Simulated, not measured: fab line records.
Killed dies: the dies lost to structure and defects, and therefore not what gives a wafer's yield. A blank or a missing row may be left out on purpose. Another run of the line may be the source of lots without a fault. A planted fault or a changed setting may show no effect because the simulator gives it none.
What tool caused it? :: flow n5Finfet :: 33 wafers from 11 lots sampled at 5 of the route's 1938 steps

== WHAT EACH GAUGE READ, for each wafer ==
The record holds no reading of a measuring or inspecting step that can be judged against a usual standard deviation.

== TOOL THAT RAN EACH LOT (tool first, then ch and the chambers of the sampled wafers, then the start) ==
lot: L849
N5_MOL_CONTACT_COAG_ALD_27: aldSin-02 ch 2,3, day 5 05:50
N5_MIM_BOT_LITHO_DESCUM_10: rieDiel-06 ch 0,1,3, day 13 19:55
N5_MIM_BOT_ETCH_ETCH_00: rieMetal-03 ch 0,1, day 13 20:10
N5_PASSIVATION_STRIP_48: rieDiel-05 ch 1,3, day 14 06:03
N5_PASSIVATION_PROBE_49: -

lot: L850
N5_MOL_CONTACT_COAG_ALD_27: aldSin-01 ch 1,2, day 5 06:47
N5_MIM_BOT_LITHO_DESCUM_10: rieDiel-05 ch 0,2,3, day 13 05:38
N5_MIM_BOT_ETCH_ETCH_00: rieMetal-03 ch 0,1, day 13 05:53
N5_PASSIVATION_STRIP_48: rieDiel-05 ch 1,3, day 13 17:25
N5_PASSIVATION_PROBE_49: -

lot: L851
N5_MOL_CONTACT_COAG_ALD_27: aldSin-03 ch 0,1, day 5 12:51
N5_MIM_BOT_LITHO_DESCUM_10: rieDiel-05 ch 1,2, day 13 20:23
N5_MIM_BOT_ETCH_ETCH_00: rieMetal-03 ch 1, day 13 20:38
N5_PASSIVATION_STRIP_48: rieDiel-06 ch 0,2, day 14 08:11
N5_PASSIVATION_PROBE_49: -

lot: L853
N5_MOL_CONTACT_COAG_ALD_27: aldSin-01 ch 0,2,3, day 6 08:22
N5_MIM_BOT_LITHO_DESCUM_10: rieDiel-06 ch 1,2,3, day 14 09:24
N5_MIM_BOT_ETCH_ETCH_00: rieMetal-02 ch 0,1, day 14 09:39
N5_PASSIVATION_STRIP_48: rieDiel-05 ch 0,1,3, day 14 17:13
N5_PASSIVATION_PROBE_49: -

lot: L854
N5_MOL_CONTACT_COAG_ALD_27: aldSin-01 ch 2,3, day 6 12:32
N5_MIM_BOT_LITHO_DESCUM_10: rieDiel-05 ch 0,3, day 14 12:05
N5_MIM_BOT_ETCH_ETCH_00: rieMetal-02 ch 0,1, day 14 12:20
N5_PASSIVATION_STRIP_48: rieDiel-06 ch 0,1,2, day 14 18:22
N5_PASSIVATION_PROBE_49: -

lot: L856
N5_MOL_CONTACT_COAG_ALD_27: aldSin-01 ch 0,1,2, day 6 18:26
N5_MIM_BOT_LITHO_DESCUM_10: rieDiel-04 ch 0,2,3, day 15 00:55
N5_MIM_BOT_ETCH_ETCH_00: rieMetal-01 ch 0,1, day 15 01:09
N5_PASSIVATION_STRIP_48: rieDiel-06 ch 0,2,3, day 15 10:40
N5_PASSIVATION_PROBE_49: -

lot: L855
N5_MOL_CONTACT_COAG_ALD_27: aldSin-01 ch 0,1, day 6 21:40
N5_MIM_BOT_LITHO_DESCUM_10: rieDiel-06 ch 1,3, day 15 06:40
N5_MIM_BOT_ETCH_ETCH_00: rieMetal-01 ch 0,1, day 15 06:55
N5_PASSIVATION_STRIP_48: rieDiel-05 ch 2,3, day 15 14:13
N5_PASSIVATION_PROBE_49: -

lot: L858
N5_MOL_CONTACT_COAG_ALD_27: aldSin-02 ch 0,1,3, day 7 10:46
N5_MIM_BOT_LITHO_DESCUM_10: rieDiel-06 ch 1,2, day 15 06:50
N5_MIM_BOT_ETCH_ETCH_00: rieMetal-02 ch 0,1, day 15 07:04
N5_PASSIVATION_STRIP_48: rieDiel-05 ch 1,2,3, day 15 16:44
N5_PASSIVATION_PROBE_49: -

lot: L860
N5_MOL_CONTACT_COAG_ALD_27: aldSin-01 ch 0,1,2, day 7 18:32
N5_MIM_BOT_LITHO_DESCUM_10: rieDiel-04 ch 2,3, day 15 14:52
N5_MIM_BOT_ETCH_ETCH_00: rieMetal-03 ch 0,1, day 15 15:07
N5_PASSIVATION_STRIP_48: rieDiel-06 ch 0,2, day 16 00:26
N5_PASSIVATION_PROBE_49: -

lot: L867
N5_MOL_CONTACT_COAG_ALD_27: aldSin-01 ch 2,3, day 9 16:22
N5_MIM_BOT_LITHO_DESCUM_10: rieDiel-05 ch 2,3, day 18 15:42
N5_MIM_BOT_ETCH_ETCH_00: rieMetal-01 ch 0,1, day 18 15:59
N5_PASSIVATION_STRIP_48: rieDiel-06 ch 1,2, day 18 23:53
N5_PASSIVATION_PROBE_49: prober-02, day 19 02:32

lot: L870
N5_MOL_CONTACT_COAG_ALD_27: aldSin-03 ch 0,3, day 10 13:56
N5_MIM_BOT_LITHO_DESCUM_10: rieDiel-06 ch 0,1, day 19 12:20
N5_MIM_BOT_ETCH_ETCH_00: rieMetal-02 ch 0,1, day 19 12:34
N5_PASSIVATION_STRIP_48: rieDiel-04 ch 1,3, day 19 18:46
N5_PASSIVATION_PROBE_49: -
- N5_MOL_CONTACT_COAG_ALD_27: deposits SiOC, target thk 17 nm, pulse time 1.5 s, time 2720 s.
- N5_MIM_BOT_LITHO_DESCUM_10: chemistry O2, time 7.9 s.
- N5_MIM_BOT_ETCH_ETCH_00: etches TiN in Cl2/BCl3, target depth 45.5 nm.
- N5_PASSIVATION_STRIP_48: strips in O2.
- N5_PASSIVATION_PROBE_49

== AS READ BY THE TOOLS THEMSELVES (means over the sampled wafers that have a number; for cases with no such wafer, the mark the record gives instead) ==
N5_MOL_CONTACT_COAG_ALD_27. Usual: heaterPowerOuterW 557 W, standard deviation 75; heaterPowerW 866 W, standard deviation 94; precursorPulseHeightRel 0.999, standard deviation 0.02.
lot: L849
tool: aldSin-02
heaterPowerOuterW (W): 484
heaterPowerW (W): 795
precursorPulseHeightRel: 1.000
flag: 

lot: L850
tool: aldSin-01
heaterPowerOuterW (W): 597
heaterPowerW (W): 886
precursorPulseHeightRel: 0.995
flag: 

lot: L851
tool: aldSin-03
heaterPowerOuterW (W): 556
heaterPowerW (W): 866
precursorPulseHeightRel: 1.005
flag: 

lot: L853
tool: aldSin-01
heaterPowerOuterW (W): 585
heaterPowerW (W): 922
precursorPulseHeightRel: 1.006
flag: 

lot: L854
tool: aldSin-01
heaterPowerOuterW (W): 585
heaterPowerW (W): 941
precursorPulseHeightRel: 1.006
flag: 

lot: L856
tool: aldSin-01
heaterPowerOuterW (W): 603
heaterPowerW (W): 894
precursorPulseHeightRel: 0.997
flag: 

lot: L855
tool: aldSin-01
heaterPowerOuterW (W): 636
heaterPowerW (W): 918
precursorPulseHeightRel: 0.999
flag: 

lot: L858
tool: aldSin-02
heaterPowerOuterW (W): 467
heaterPowerW (W): 744
precursorPulseHeightRel: 0.993
flag: 

lot: L860
tool: aldSin-01
heaterPowerOuterW (W): 607
heaterPowerW (W): 886
precursorPulseHeightRel: 0.990
flag: 

lot: L867
tool: aldSin-01
heaterPowerOuterW (W): 569
heaterPowerW (W): 901
precursorPulseHeightRel: 1.012
flag: 

lot: L870
tool: aldSin-03
heaterPowerOuterW (W): 492
heaterPowerW (W): 796
precursorPulseHeightRel: 0.979
flag: 

N5_MIM_BOT_LITHO_DESCUM_10. Usual: drypumpMotorCurrentA 5.70 A, standard deviation 0.26; oesProductAu 0.81 a.u., standard deviation 0.053; rfVppV 243.6 V, standard deviation 1.2; showerheadPlenumPTorr 2.12 Torr, standard deviation 0.066; throttleValvePct 20.24 %, standard deviation 0.25.
lot: L849
tool: rieDiel-06
drypumpMotorCurrentA (A): 5.49
oesProductAu (a.u.): 0.84
rfVppV (V): 243.0
showerheadPlenumPTorr (Torr): 2.11
throttleValvePct (%): 20.19
flag: 

lot: L850
tool: rieDiel-05
drypumpMotorCurrentA (A): 5.87
oesProductAu (a.u.): 0.80
rfVppV (V): 242.4
showerheadPlenumPTorr (Torr): 2.08
throttleValvePct (%): 20.37
flag: 

lot: L851
tool: rieDiel-05
drypumpMotorCurrentA (A): 5.92
oesProductAu (a.u.): 0.81
rfVppV (V): 243.8
showerheadPlenumPTorr (Torr): 2.10
throttleValvePct (%): 20.10
flag: 

lot: L853
tool: rieDiel-06
drypumpMotorCurrentA (A): 5.56
oesProductAu (a.u.): 0.82
rfVppV (V): 243.0
showerheadPlenumPTorr (Torr): 2.11
throttleValvePct (%): 20.06
flag: 

lot: L854
tool: rieDiel-05
drypumpMotorCurrentA (A): 5.69
oesProductAu (a.u.): 0.77
rfVppV (V): 244.0
showerheadPlenumPTorr (Torr): 2.09
throttleValvePct (%): 20.32
flag: 

lot: L856
tool: rieDiel-04
drypumpMotorCurrentA (A): 5.65
oesProductAu (a.u.): 0.89
rfVppV (V): 244.2
showerheadPlenumPTorr (Torr): 2.16
throttleValvePct (%): 20.37
flag: 

lot: L855
tool: rieDiel-06
drypumpMotorCurrentA (A): 5.38
oesProductAu (a.u.): 0.84
rfVppV (V): 242.5
showerheadPlenumPTorr (Torr): 2.08
throttleValvePct (%): 19.99
flag: 

lot: L858
tool: rieDiel-06
drypumpMotorCurrentA (A): 5.70
oesProductAu (a.u.): 0.79
rfVppV (V): 244.0
showerheadPlenumPTorr (Torr): 2.13
throttleValvePct (%): 20.15
flag: 

lot: L860
tool: rieDiel-04
drypumpMotorCurrentA (A): 5.65
oesProductAu (a.u.): 0.90
rfVppV (V): 245.0
showerheadPlenumPTorr (Torr): 2.22
throttleValvePct (%): 20.50
flag: 

lot: L867
tool: rieDiel-05
drypumpMotorCurrentA (A): 5.97
oesProductAu (a.u.): 0.79
rfVppV (V): 242.5
showerheadPlenumPTorr (Torr): 2.04
throttleValvePct (%): 20.44
flag: 

lot: L870
tool: rieDiel-06
drypumpMotorCurrentA (A): 5.57
oesProductAu (a.u.): 0.75
rfVppV (V): 243.6
showerheadPlenumPTorr (Torr): 2.12
throttleValvePct (%): 20.48
flag: 

N5_MIM_BOT_ETCH_ETCH_00. Usual: drypumpMotorCurrentA 5.7 A, standard deviation 0.49; mfcCl2Sccm 53.25 sccm, standard deviation 0.16; oesProductAu 0.83 a.u., standard deviation 0.062; throttleValvePct 21.76 %, standard deviation 0.2.
lot: L849
tool: rieMetal-03
drypumpMotorCurrentA (A): 5.8
mfcCl2Sccm (sccm): 53.46
oesProductAu (a.u.): 0.84
throttleValvePct (%): 21.81
flag: 

lot: L850
tool: rieMetal-03
drypumpMotorCurrentA (A): 6.1
mfcCl2Sccm (sccm): 53.37
oesProductAu (a.u.): 0.83
throttleValvePct (%): 21.91
flag: 

lot: L851
tool: rieMetal-03
drypumpMotorCurrentA (A): 5.5
mfcCl2Sccm (sccm): 53.17
oesProductAu (a.u.): 0.86
throttleValvePct (%): 21.68
flag: 

lot: L853
tool: rieMetal-02
drypumpMotorCurrentA (A): 5.6
mfcCl2Sccm (sccm): 53.22
oesProductAu (a.u.): 0.77
throttleValvePct (%): 21.73
flag: 

lot: L854
tool: rieMetal-02
drypumpMotorCurrentA (A): 5.5
mfcCl2Sccm (sccm): 53.17
oesProductAu (a.u.): 0.79
throttleValvePct (%): 21.86
flag: 

lot: L856
tool: rieMetal-01
drypumpMotorCurrentA (A): 5.7
mfcCl2Sccm (sccm): 53.40
oesProductAu (a.u.): 0.93
throttleValvePct (%): 21.54
flag: 

lot: L855
tool: rieMetal-01
drypumpMotorCurrentA (A): 5.3
mfcCl2Sccm (sccm): 53.43
oesProductAu (a.u.): 0.92
throttleValvePct (%): 21.61
flag: 

lot: L858
tool: rieMetal-02
drypumpMotorCurrentA (A): 5.6
mfcCl2Sccm (sccm): 53.19
oesProductAu (a.u.): 0.77
throttleValvePct (%): 21.74
flag: 

lot: L860
tool: rieMetal-03
drypumpMotorCurrentA (A): 5.8
mfcCl2Sccm (sccm): 53.09
oesProductAu (a.u.): 0.83
throttleValvePct (%): 21.82
flag: 

lot: L867
tool: rieMetal-01
drypumpMotorCurrentA (A): 5.3
mfcCl2Sccm (sccm): 53.28
oesProductAu (a.u.): 0.88
throttleValvePct (%): 21.63
flag: 

lot: L870
tool: rieMetal-02
drypumpMotorCurrentA (A): 5.5
mfcCl2Sccm (sccm): 53.33
oesProductAu (a.u.): 0.76
throttleValvePct (%): 21.88
flag: 

N5_PASSIVATION_STRIP_48. Usual: drypumpMotorCurrentA 5.69 A, standard deviation 0.25; oesProductAu 0.81 a.u., standard deviation 0.057; rfVppV 4.0 V, standard deviation 2.6; showerheadPlenumPTorr 2.12 Torr, standard deviation 0.067; throttleValvePct 16.50 %, standard deviation 0.24.
lot: L849
tool: rieDiel-05
drypumpMotorCurrentA (A): 5.82
oesProductAu (a.u.): 0.83
rfVppV (V): 2.8
showerheadPlenumPTorr (Torr): 2.09
throttleValvePct (%): 16.31
flag: 

lot: L850
tool: rieDiel-05
drypumpMotorCurrentA (A): 5.85
oesProductAu (a.u.): 0.85
rfVppV (V): 3.3
showerheadPlenumPTorr (Torr): 2.09
throttleValvePct (%): 16.32
flag: 

lot: L851
tool: rieDiel-06
drypumpMotorCurrentA (A): 5.64
oesProductAu (a.u.): 0.82
rfVppV (V): 4.7
showerheadPlenumPTorr (Torr): 2.20
throttleValvePct (%): 16.62
flag: 

lot: L853
tool: rieDiel-05
drypumpMotorCurrentA (A): 5.76
oesProductAu (a.u.): 0.80
rfVppV (V): 3.8
showerheadPlenumPTorr (Torr): 2.09
throttleValvePct (%): 16.45
flag: 

lot: L854
tool: rieDiel-06
drypumpMotorCurrentA (A): 5.64
oesProductAu (a.u.): 0.79
rfVppV (V): 4.9
showerheadPlenumPTorr (Torr): 2.14
throttleValvePct (%): 16.55
flag: 

lot: L856
tool: rieDiel-06
drypumpMotorCurrentA (A): 5.53
oesProductAu (a.u.): 0.81
rfVppV (V): 5.2
showerheadPlenumPTorr (Torr): 2.16
throttleValvePct (%): 16.36
flag: 

lot: L855
tool: rieDiel-05
drypumpMotorCurrentA (A): 6.04
oesProductAu (a.u.): 0.79
rfVppV (V): 3.9
showerheadPlenumPTorr (Torr): 2.07
throttleValvePct (%): 16.73
flag: 

lot: L858
tool: rieDiel-05
drypumpMotorCurrentA (A): 5.94
oesProductAu (a.u.): 0.81
rfVppV (V): 5.3
showerheadPlenumPTorr (Torr): 2.07
throttleValvePct (%): 16.52
flag: 

lot: L860
tool: rieDiel-06
drypumpMotorCurrentA (A): 5.66
oesProductAu (a.u.): 0.79
rfVppV (V): 4.0
showerheadPlenumPTorr (Torr): 2.19
throttleValvePct (%): 16.46
flag: 

lot: L867
tool: rieDiel-06
drypumpMotorCurrentA (A): 5.65
oesProductAu (a.u.): 0.74
rfVppV (V): 1.4
showerheadPlenumPTorr (Torr): 2.07
throttleValvePct (%): 16.56
flag: 

lot: L870
tool: rieDiel-04
drypumpMotorCurrentA (A): 6.04
oesProductAu (a.u.): 0.80
rfVppV (V): 4.0
showerheadPlenumPTorr (Torr): 2.17
throttleValvePct (%): 16.73
flag: 

N5_PASSIVATION_PROBE_49. Usual: killed_at_M0_to_M3 36, standard deviation 11; killed_at_M4_up 14, standard deviation 5.2; killedAtContacts 12, standard deviation 6.1; killedAtFrontEnd 40, standard deviation 12; killedAtOther 3.2, standard deviation 2.5; killedDies 105, standard deviation 16; killedOpen 68, standard deviation 12; killedShort 35, standard deviation 8.7.
lot: L867
tool: prober-02
killed_at_M0_to_M3: 19
killed_at_M4_up: 15
killedAtContacts: 108
killedAtFrontEnd: 40
killedAtOther: 1.7
killedDies: 184
killedOpen: 56
killedShort: 28
flag: OFF

== THE ANSWER, worked out from the rows above alone ==
Rule: lot off if the mean of its wafers having a number is beyond 3 standard deviations from the usual mean. Also off: a lot with no number at a reading for which 4 or more lots have one. Where the step has rows for the other lots, those lots are counted as sound. The gauges are gone through in route order, then the tools' own readings, and for those a lot's mean is taken as printed above. The first step at which some lot is off is used, and at that step the reading that is off furthest; a lot without a number counts as furthest.
Off, at N5_PASSIVATION_PROBE_49 on killedAtContacts: L867. Neither off nor sound, because the step has no rows for them: L849, L850, L851, L853, L854, L856, L855, L858, L860, L870.
A tool fits if, at that step or a process step before it, it ran every lot that is off, and no sound lot after the first of them. Can't be told from this: 5 tools fit, aldSin-01 at N5_MOL_CONTACT_COAG_ALD_27, rieDiel-05 at N5_MIM_BOT_LITHO_DESCUM_10, rieMetal-01 at N5_MIM_BOT_ETCH_ETCH_00, rieDiel-06 at N5_PASSIVATION_STRIP_48, prober-02 at N5_PASSIVATION_PROBE_49.

== WHAT THE SIMULATOR HAD INSERTED ==
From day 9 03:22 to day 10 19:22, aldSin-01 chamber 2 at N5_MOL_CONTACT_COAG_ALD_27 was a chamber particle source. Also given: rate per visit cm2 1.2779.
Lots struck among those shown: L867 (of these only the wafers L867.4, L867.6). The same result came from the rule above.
